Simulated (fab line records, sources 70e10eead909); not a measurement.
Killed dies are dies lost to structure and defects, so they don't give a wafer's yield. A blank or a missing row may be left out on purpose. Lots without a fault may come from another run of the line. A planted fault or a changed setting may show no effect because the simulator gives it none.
Which tool did it? | flow nand_harc | 24 lots, 72 wafers sampled, at 6 steps of a route of 1302

WHAT THE GAUGES READ, wafer by wafer
NHARC_A_CHANNEL_FILL_D1_INSPECT_13. Usual: raw_defect_count 302, standard deviation 100.
lot  | measured     | on                | raw_defect_count | flag
L075 | day 11 10:03 | defect_inspect-02 | 329 350 227      |
L074 | day 11 10:03 | defect_inspect-02 | 297 453 240      |
L076 | day 12 03:50 | defect_inspect-01 | 224 453 312      |
L077 | day 12 10:37 | defect_inspect-01 | 417 367 559      |
L078 | day 12 10:38 | defect_inspect-02 | 571 279 341      |
L079 | day 13 05:09 | defect_inspect-02 | 166 123 197      |
L081 | day 13 12:54 | defect_inspect-02 | 198 384 351      |
L080 | day 13 12:56 | defect_inspect-01 | 316 385 271      |
L082 | day 14 04:56 | defect_inspect-02 | 308 223 307      |
L083 | day 14 17:29 | defect_inspect-02 | 176 117 137      |
L084 | day 15 11:47 | defect_inspect-02 | 266 343 362      |
L085 | day 15 15:33 | defect_inspect-01 | 405 365 418      |
L086 | day 15 22:43 | defect_inspect-02 | 305 276 495      |
L087 | day 16 19:07 | defect_inspect-02 | 271 238 306      |
L088 | day 17 03:01 | defect_inspect-02 | 338 212 384      |
L089 | day 17 03:01 | defect_inspect-02 | 344 186 312      |
L090 | day 17 17:08 | defect_inspect-02 | 401 195 376      |
L091 | day 17 22:11 | defect_inspect-01 | 325 352 328      |
L093 | day 18 23:22 | defect_inspect-02 | 221 288 201      |
L092 | day 19 05:31 | defect_inspect-01 | 212 389 304      |
L094 | day 19 10:52 | defect_inspect-01 | 305 479 409      |
L095 | day 19 23:58 | defect_inspect-02 | 279 170 340      |
L096 | day 19 20:17 | defect_inspect-02 | 255 151 210      |
L097 | day 20 08:43 | defect_inspect-01 | 148 252 378      |

WHICH TOOL RAN EACH LOT (tool, then ch and the chambers of the sampled wafers, then the start)
lot  | NHARC_A_CHANNEL_HOLE_D1_DEP_00 | NHARC_A_CHANNEL_HOLE_D1_ETCH_21  | NHARC_A_CHANNEL_HOLE_D1_ETCH_24  | NHARC_A_CHANNEL_FILL_D1_ALD_15                 | NHARC_A_CHANNEL_FILL_D1_ETCHBACK_20
L075 | acl_dep-02 ch 0, day 8 18:47   | har_etch-02 ch 0,1, day 9 00:28  | har_etch-02 ch 0,1, day 9 02:10  | ald_sin_batch-01 ch 0, day 9 16:25             | rie_diel-13 ch 1,2,3, day 10 10:27
L074 | acl_dep-01 ch 0, day 8 19:40   | har_etch-01 ch 0,1, day 9 00:34  | har_etch-01 ch 0,1, day 9 02:20  | ald_sin_batch-01 ch 0, day 9 16:25             | rie_diel-12 ch 2,3, day 10 10:26
L076 | acl_dep-01 ch 0, day 9 14:47   | har_etch-01 ch 0,1, day 9 19:13  | har_etch-01 ch 0,1, day 9 20:56  | ald_sin_batch-02 ch 0, day 11 03:41 or earlier | rie_diel-12 ch 0,2,3, day 11 03:41
L077 | acl_dep-02 ch 0, day 9 22:59   | har_etch-02 ch 0,1, day 10 03:36 | har_etch-02 ch 0,1, day 10 05:18 | ald_sin_batch-02 ch 0, day 11 10:44 or earlier | rie_diel-13 ch 0,3, day 11 10:44
L078 | acl_dep-03 ch 0, day 9 23:19   | har_etch-01 ch 0,1, day 10 03:31 | har_etch-01 ch 0,1, day 10 05:16 | ald_sin_batch-02 ch 0, day 11 10:40 or earlier | rie_diel-12 ch 0,1, day 11 10:40
L079 | acl_dep-02 ch 0, day 10 17:10  | har_etch-01 ch 0,1, day 10 23:48 | har_etch-01 ch 0,1, day 11 01:34 | ald_sin_batch-01 ch 0, day 12 05:31 or earlier | rie_diel-10 ch 0,2,3, day 12 05:31
L081 | acl_dep-02 ch 0, day 11 03:28  | har_etch-01 ch 0,1, day 11 07:34 | har_etch-01 ch 0,1, day 11 09:17 | ald_sin_batch-01 ch 0, day 12 13:19 or earlier | rie_diel-13 ch 0,1,2, day 12 13:19
L080 | acl_dep-03 ch 0, day 11 03:47  | har_etch-02 ch 0,1, day 11 07:53 | har_etch-02 ch 0,1, day 11 09:41 | ald_sin_batch-01 ch 0, day 12 13:20 or earlier | rie_diel-10 ch 0,1,2, day 12 13:20
L082 | acl_dep-01 ch 0, day 11 17:47  | har_etch-01 ch 0,1, day 11 22:14 | har_etch-01 ch 0,1, day 11 23:56 | ald_sin_batch-03 ch 0, day 13 03:55 or earlier | rie_diel-12 ch 1,3, day 13 03:55
L083 | acl_dep-03 ch 0, day 12 07:09  | har_etch-01 ch 0,1, day 12 11:35 | har_etch-01 ch 0,1, day 12 13:17 | ald_sin_batch-01 ch 0, day 13 17:10 or earlier | rie_diel-12 ch 0,1,3, day 13 17:10
L084 | acl_dep-01 ch 0, day 12 22:06  | har_etch-01 ch 0,1, day 13 04:37 | har_etch-01 ch 0,1, day 13 06:26 | ald_sin_batch-03 ch 0, day 14 11:04 or earlier | rie_diel-12 ch 0,3, day 14 11:04
L085 | acl_dep-02 ch 0, day 13 03:27  | har_etch-01 ch 0,1, day 13 08:39 | har_etch-01 ch 0,1, day 13 10:21 | ald_sin_batch-02 ch 0, day 14 15:08 or earlier | rie_diel-12 ch 0,1, day 14 15:08
L086 | acl_dep-03 ch 0, day 13 03:47  | har_etch-02 ch 1, day 13 10:52   | har_etch-02 ch 1, day 13 14:33   | ald_sin_batch-01 ch 0, day 14 21:44 or earlier | rie_diel-10 ch 0,1,3, day 14 21:44
L087 | acl_dep-01 ch 0, day 14 05:59  | har_etch-02 ch 0,1, day 14 11:43 | har_etch-02 ch 0,1, day 14 13:29 | ald_sin_batch-02 ch 0, day 15 18:11 or earlier | rie_diel-12 ch 0,1,3, day 15 18:11
L088 | acl_dep-02 ch 0, day 14 07:40  | har_etch-02 ch 0,1, day 14 15:50 | har_etch-02 ch 0,1, day 14 17:34 | ald_sin_batch-03 ch 0, day 16 00:05 or earlier | rie_diel-10 ch 0,1,3, day 16 00:05
L089 | acl_dep-01 ch 0, day 14 14:34  | har_etch-02 ch 0,1, day 14 20:01 | har_etch-02 ch 0,1, day 14 21:43 | ald_sin_batch-01 ch 0, day 16 04:20 or earlier | rie_diel-10 ch 0,1,3, day 16 04:20
L090 | acl_dep-01 ch 0, day 15 05:59  | har_etch-01 ch 0,1, day 15 10:23 | har_etch-01 ch 0,1, day 15 12:04 | ald_sin_batch-02 ch 0, day 16 16:00 or earlier | rie_diel-10 ch 0,2,3, day 16 16:00
L091 | acl_dep-02 ch 0, day 15 10:27  | har_etch-02 ch 0,1, day 15 14:22 | har_etch-02 ch 0,1, day 15 16:14 | ald_sin_batch-01 ch 0, day 16 22:20 or earlier | rie_diel-12 ch 0,1, day 16 22:20
L093 | acl_dep-03 ch 0, day 16 11:57  | har_etch-01 ch 0,1, day 16 17:01 | har_etch-01 ch 0,1, day 16 18:44 | ald_sin_batch-02 ch 0, day 17 23:37 or earlier | rie_diel-10 ch 1,2, day 17 23:37
L092 | acl_dep-03 ch 0, day 16 13:52  | har_etch-01 ch 0,1, day 16 21:13 | har_etch-01 ch 0,1, day 16 22:55 | ald_sin_batch-02 ch 0, day 18 05:46 or earlier | rie_diel-10 ch 0,2, day 18 05:46
L094 | acl_dep-02 ch 0, day 16 14:55  | har_etch-01 ch 0,1, day 17 01:22 | har_etch-01 ch 0,1, day 17 03:04 | ald_sin_batch-01 ch 0, day 18 11:01 or earlier | rie_diel-10 ch 0,1,2, day 18 11:01
L095 | acl_dep-01 ch 0, day 17 10:39  | har_etch-02 ch 0,1, day 17 15:11 | har_etch-02 ch 0,1, day 17 16:56 | ald_sin_batch-02 ch 0, day 18 20:46 or earlier | rie_diel-10 ch 0,1,3, day 18 20:46
L096 | acl_dep-03 ch 0, day 17 11:22  | har_etch-01 ch 0,1, day 17 15:53 | har_etch-01 ch 0,1, day 17 17:38 | ald_sin_batch-02 ch 0, day 18 20:46 or earlier | rie_diel-12 ch 0,1,2, day 18 20:46
L097 | acl_dep-02 ch 0, day 17 15:19  | har_etch-02 ch 0,1, day 18 03:14 | har_etch-02 ch 0,1, day 18 04:56 | ald_sin_batch-01 ch 0, day 19 09:15 or earlier | rie_diel-12 ch 0,1,3, day 19 09:15
- NHARC_A_CHANNEL_HOLE_D1_DEP_00: deposits aC, target thk 3100 nm.
- NHARC_A_CHANNEL_HOLE_D1_ETCH_21: etches the open film in C4F8/O2/Ar, time 514.3 s, target depth 1600 nm.
- NHARC_A_CHANNEL_HOLE_D1_ETCH_24: etches the open film in C4F8/O2/Ar, time 906.2 s, target depth 1500 nm.
- NHARC_A_CHANNEL_FILL_D1_ALD_15: deposits SiNx, target thk 2 nm, pulse time 60 s, ald cycles 19.
- NHARC_A_CHANNEL_FILL_D1_ETCHBACK_20: etches the open film in C4F8/O2/Ar, target depth 27 nm, time 13.5 s.

WHAT THE TOOLS THEMSELVES READ (means of the sampled wafers that have a number; where no wafer has one, the mark that the record gives instead)
NHARC_A_CHANNEL_HOLE_D1_DEP_00. Usual: throttle_valve_pct 34.998 %, standard deviation 0.0097.
lot  | tool       | throttle_valve_pct (%) | flag
L075 | acl_dep-02 | 35.003                 |
L074 | acl_dep-01 | 35.002                 |
L076 | acl_dep-01 | 34.997                 |
L077 | acl_dep-02 | 34.997                 |
L078 | acl_dep-03 | 34.996                 |
L079 | acl_dep-02 | 35.004                 |
L081 | acl_dep-02 | 35.011                 |
L080 | acl_dep-03 | 34.997                 |
L082 | acl_dep-01 | 34.993                 |
L083 | acl_dep-03 | 34.988                 |
L084 | acl_dep-01 | 35.002                 |
L085 | acl_dep-02 | 34.990                 |
L086 | acl_dep-03 | 34.992                 |
L087 | acl_dep-01 | 35.001                 |
L088 | acl_dep-02 | 34.999                 |
L089 | acl_dep-01 | 35.000                 |
L090 | acl_dep-01 | 34.996                 |
L091 | acl_dep-02 | 35.001                 |
L093 | acl_dep-03 | 34.986                 |
L092 | acl_dep-03 | 34.994                 |
L094 | acl_dep-02 | 34.989                 |
L095 | acl_dep-01 | 34.996                 |
L096 | acl_dep-03 | 34.994                 |
L097 | acl_dep-02 | 35.002                 |

NHARC_A_CHANNEL_HOLE_D1_ETCH_21. Usual: drypump_motor_current_A 5.9 A, standard deviation 0.43; mfc_ar_sccm 375.0 sccm, standard deviation 1.1; showerhead_plenum_p_Torr 3.66 Torr, standard deviation 0.11; throttle_valve_pct 32.156 %, standard deviation 0.0094.
lot  | tool        | drypump_motor_current_A (A) | mfc_ar_sccm (sccm) | showerhead_plenum_p_Torr (Torr) | throttle_valve_pct (%) | flag
L075 | har_etch-02 | 5.7                         | 375.5              | 3.63                            | 32.146                 |
L074 | har_etch-01 | 5.9                         | 375.2              | 3.73                            | 32.159                 |
L076 | har_etch-01 | 5.9                         | 375.1              | 3.72                            | 32.155                 |
L077 | har_etch-02 | 5.7                         | 374.1              | 3.62                            | 32.153                 |
L078 | har_etch-01 | 5.9                         | 375.4              | 3.72                            | 32.175                 |
L079 | har_etch-01 | 5.9                         | 375.9              | 3.71                            | 32.147                 |
L081 | har_etch-01 | 5.9                         | 375.2              | 3.71                            | 32.165                 |
L080 | har_etch-02 | 6.2                         | 373.9              | 3.53                            | 32.157                 |
L082 | har_etch-01 | 5.9                         | 374.9              | 3.71                            | 32.153                 |
L083 | har_etch-01 | 5.9                         | 374.1              | 3.70                            | 32.152                 |
L084 | har_etch-01 | 5.9                         | 374.6              | 3.70                            | 32.155                 |
L085 | har_etch-01 | 5.9                         | 375.9              | 3.69                            | 32.151                 |
L086 | har_etch-02 | 5.3                         | 375.6              | 3.68                            | 32.165                 |
L087 | har_etch-02 | 5.7                         | 375.5              | 3.59                            | 32.159                 |
L088 | har_etch-02 | 6.2                         | 374.8              | 3.51                            | 32.152                 |
L089 | har_etch-02 | 5.8                         | 375.5              | 3.59                            | 32.152                 |
L090 | har_etch-01 | 5.9                         | 375.3              | 3.68                            | 32.149                 |
L091 | har_etch-02 | 5.7                         | 374.7              | 3.58                            | 32.147                 |
L093 | har_etch-01 | 6.0                         | 375.7              | 3.67                            | 32.158                 |
L092 | har_etch-01 | 5.9                         | 374.6              | 3.67                            | 32.158                 |
L094 | har_etch-01 | 5.9                         | 375.1              | 3.66                            | 32.150                 |
L095 | har_etch-02 | 5.8                         | 374.4              | 3.74                            | 32.160                 |
L096 | har_etch-01 | 5.9                         | 374.1              | 3.66                            | 32.154                 |
L097 | har_etch-02 | 5.8                         | 374.4              | 3.74                            | 32.158                 |

NHARC_A_CHANNEL_HOLE_D1_ETCH_24. Usual: drypump_motor_current_A 5.9 A, standard deviation 0.43; mfc_ar_sccm 375.0 sccm, standard deviation 1.3; showerhead_plenum_p_Torr 3.66 Torr, standard deviation 0.11; throttle_valve_pct 32.235 %, standard deviation 0.0095.
lot  | tool        | drypump_motor_current_A (A) | mfc_ar_sccm (sccm) | showerhead_plenum_p_Torr (Torr) | throttle_valve_pct (%) | flag
L075 | har_etch-02 | 5.7                         | 374.0              | 3.62                            | 32.243                 |
L074 | har_etch-01 | 5.9                         | 374.7              | 3.72                            | 32.227                 |
L076 | har_etch-01 | 6.0                         | 374.5              | 3.72                            | 32.228                 |
L077 | har_etch-02 | 5.7                         | 373.1              | 3.61                            | 32.234                 |
L078 | har_etch-01 | 5.9                         | 375.9              | 3.72                            | 32.233                 |
L079 | har_etch-01 | 5.9                         | 375.0              | 3.71                            | 32.228                 |
L081 | har_etch-01 | 5.9                         | 374.9              | 3.71                            | 32.241                 |
L080 | har_etch-02 | 6.2                         | 374.6              | 3.53                            | 32.242                 |
L082 | har_etch-01 | 6.0                         | 373.7              | 3.70                            | 32.231                 |
L083 | har_etch-01 | 5.9                         | 373.5              | 3.70                            | 32.236                 |
L084 | har_etch-01 | 6.0                         | 375.2              | 3.69                            | 32.237                 |
L085 | har_etch-01 | 5.9                         | 374.8              | 3.69                            | 32.242                 |
L086 | har_etch-02 | 5.3                         | 376.0              | 3.67                            | 32.240                 |
L087 | har_etch-02 | 5.7                         | 375.9              | 3.59                            | 32.234                 |
L088 | har_etch-02 | 6.2                         | 376.5              | 3.51                            | 32.230                 |
L089 | har_etch-02 | 5.7                         | 375.8              | 3.58                            | 32.241                 |
L090 | har_etch-01 | 5.9                         | 376.4              | 3.67                            | 32.243                 |
L091 | har_etch-02 | 5.7                         | 377.2              | 3.57                            | 32.230                 |
L093 | har_etch-01 | 5.9                         | 374.3              | 3.66                            | 32.239                 |
L092 | har_etch-01 | 5.9                         | 375.5              | 3.66                            | 32.234                 |
L094 | har_etch-01 | 5.9                         | 375.2              | 3.66                            | 32.235                 |
L095 | har_etch-02 | 5.7                         | 375.2              | 3.74                            | 32.233                 |
L096 | har_etch-01 | 5.9                         | 374.5              | 3.66                            | 32.226                 |
L097 | har_etch-02 | 5.7                         | 373.6              | 3.73                            | 32.234                 |

NHARC_A_CHANNEL_FILL_D1_ALD_15. Usual: precursor_pulse_height_rel 1.002, standard deviation 0.02.
lot  | tool             | precursor_pulse_height_rel | flag
L075 | ald_sin_batch-01 | 0.992                      |
L074 | ald_sin_batch-01 | 0.994                      |
L076 | ald_sin_batch-02 | 1.013                      |
L077 | ald_sin_batch-02 | 1.010                      |
L078 | ald_sin_batch-02 | 1.006                      |
L079 | ald_sin_batch-01 | 1.014                      |
L081 | ald_sin_batch-01 | 1.021                      |
L080 | ald_sin_batch-01 | 1.005                      |
L082 | ald_sin_batch-03 | 1.006                      |
L083 | ald_sin_batch-01 | 0.998                      |
L084 | ald_sin_batch-03 | 0.986                      |
L085 | ald_sin_batch-02 | 1.000                      |
L086 | ald_sin_batch-01 | 0.988                      |
L087 | ald_sin_batch-02 | 0.991                      |
L088 | ald_sin_batch-03 | 1.010                      |
L089 | ald_sin_batch-01 | 1.006                      |
L090 | ald_sin_batch-02 | 0.992                      |
L091 | ald_sin_batch-01 | 0.977                      |
L093 | ald_sin_batch-02 | 1.004                      |
L092 | ald_sin_batch-02 | 0.999                      |
L094 | ald_sin_batch-01 | 1.010                      |
L095 | ald_sin_batch-02 | 1.015                      |
L096 | ald_sin_batch-02 | 0.992                      |
L097 | ald_sin_batch-01 | 1.009                      |

NHARC_A_CHANNEL_FILL_D1_ETCHBACK_20. Usual: oes_product_au 0.96 a.u., standard deviation 0.035; rf_vpp_V 978 V, standard deviation 6.1.
lot  | tool        | oes_product_au (a.u.) | rf_vpp_V (V) | flag
L075 | rie_diel-13 | 0.96                  | 981          |
L074 | rie_diel-12 | 0.98                  | 975          |
L076 | rie_diel-12 | 0.99                  | 972          |
L077 | rie_diel-13 | 0.96                  | 976          |
L078 | rie_diel-12 | 0.92                  | 973          |
L079 | rie_diel-10 | 1.00                  | 979          |
L081 | rie_diel-13 | 0.92                  | 982          |
L080 | rie_diel-10 | 0.97                  | 980          |
L082 | rie_diel-12 | 0.99                  | 980          |
L083 | rie_diel-12 | 0.99                  | 975          |
L084 | rie_diel-12 | 1.00                  | 970          |
L085 | rie_diel-12 | 0.91                  | 979          |
L086 | rie_diel-10 | 1.00                  | 981          |
L087 | rie_diel-12 | 0.96                  | 975          |
L088 | rie_diel-10 | 1.00                  | 982          |
L089 | rie_diel-10 | 0.93                  | 981          |
L090 | rie_diel-10 | 0.93                  | 978          |
L091 | rie_diel-12 | 0.93                  | 978          |
L093 | rie_diel-10 | 0.93                  | 979          |
L092 | rie_diel-10 | 0.93                  | 976          |
L094 | rie_diel-10 | 0.93                  | 979          |
L095 | rie_diel-10 | 1.01                  | 981          |
L096 | rie_diel-12 | 0.93                  | 976          |
L097 | rie_diel-12 | 0.92                  | 975          |

THE ANSWER, worked out from the rows above alone
Rule: a lot is off if the mean of its wafers that have a number lies more than 3 standard deviations from the usual mean. A lot without any number at a reading at which 4 lots or more have one is off too. The other lots that the step has rows for count as sound. The gauges are gone through in route order, then the tools' own readings, and for those a lot's mean is taken as printed above. The first step at which some lot is off is used, and at that step the reading that is off furthest; a lot without a number counts as furthest.
No lot is off at any reading shown: from this, nothing can be told.

WHAT THE SIMULATOR HAD PUT IN
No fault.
